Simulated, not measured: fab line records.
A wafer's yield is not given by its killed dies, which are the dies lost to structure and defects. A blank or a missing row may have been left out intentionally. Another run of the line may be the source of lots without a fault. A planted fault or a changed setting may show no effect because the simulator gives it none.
Chamber matching / flow n5_finfet / 3 sister chambers for N5_BEOL_M0_SAQP_PECVD_00 on pecvd-04
The step deposits SiCN from 3MS/NH3, target thk 8 nm, time 14 s. 6 wafers are shown with their chamber, then 8 later ones without.

== WAFERS, EACH WITH ITS CHAMBER ==
wafer=L082.1; chamber=0; throttle_valve_pct (%)=9.0; showerhead_plenum_p_Torr (Torr)=3.641
wafer=L086.1; chamber=1; throttle_valve_pct (%)=9.2; showerhead_plenum_p_Torr (Torr)=3.682
wafer=L089.2; chamber=2; throttle_valve_pct (%)=8.6; showerhead_plenum_p_Torr (Torr)=3.653
wafer=L089.3; chamber=1; throttle_valve_pct (%)=9.1; showerhead_plenum_p_Torr (Torr)=3.676
wafer=L089.6; chamber=2; throttle_valve_pct (%)=8.7; showerhead_plenum_p_Torr (Torr)=3.665
wafer=L090.1; chamber=0; throttle_valve_pct (%)=9.1; showerhead_plenum_p_Torr (Torr)=3.662

== WAFERS MISSING THEIR CHAMBER ==
wafer=L090.2; throttle_valve_pct (%)=8.9; showerhead_plenum_p_Torr (Torr)=3.675
wafer=L090.3; throttle_valve_pct (%)=8.4; showerhead_plenum_p_Torr (Torr)=3.662
wafer=L094.1; throttle_valve_pct (%)=9.0; showerhead_plenum_p_Torr (Torr)=3.676
wafer=L094.2; throttle_valve_pct (%)=8.0; showerhead_plenum_p_Torr (Torr)=3.655
wafer=L094.5; throttle_valve_pct (%)=8.1; showerhead_plenum_p_Torr (Torr)=3.649
wafer=L096.2; throttle_valve_pct (%)=9.1; showerhead_plenum_p_Torr (Torr)=3.649
wafer=L096.4; throttle_valve_pct (%)=9.2; showerhead_plenum_p_Torr (Torr)=3.650
wafer=L096.6; throttle_valve_pct (%)=7.8; showerhead_plenum_p_Torr (Torr)=3.665

== EACH ONE'S CHAMBER ==
wafer=L090.2; from the rows above=can't be placed: 0 or 1 or 2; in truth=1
wafer=L090.3; from the rows above=2; in truth=2
wafer=L094.1; from the rows above=can't be placed: 1 or 0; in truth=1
wafer=L094.2; from the rows above=2; in truth=2
wafer=L094.5; from the rows above=2; in truth=2
wafer=L096.2; from the rows above=0; in truth=0
wafer=L096.4; from the rows above=can't be placed: 0 or 1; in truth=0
wafer=L096.6; from the rows above=2; in truth=2
Correctly placed: 5 of 8. Unplaceable from these rows: 3, with the true chamber sitting among the candidates in 3. Placed wrongly: 0.
How it was worked out, from the rows above alone: a wafer's distance from a chamber is the root of the sum, over the readings, of the square of ((its reading less the chamber's mean) divided by the reading's scatter). If the next closest chamber is less than 2 further off than the closest, the wafer can't be placed; otherwise it belongs to the closest. A chamber's mean is the mean of its shown wafers. The scatter: the root of (the sum of the squares of (reading less its chamber's mean) over the shown wafers, divided by (wafers less chambers)).
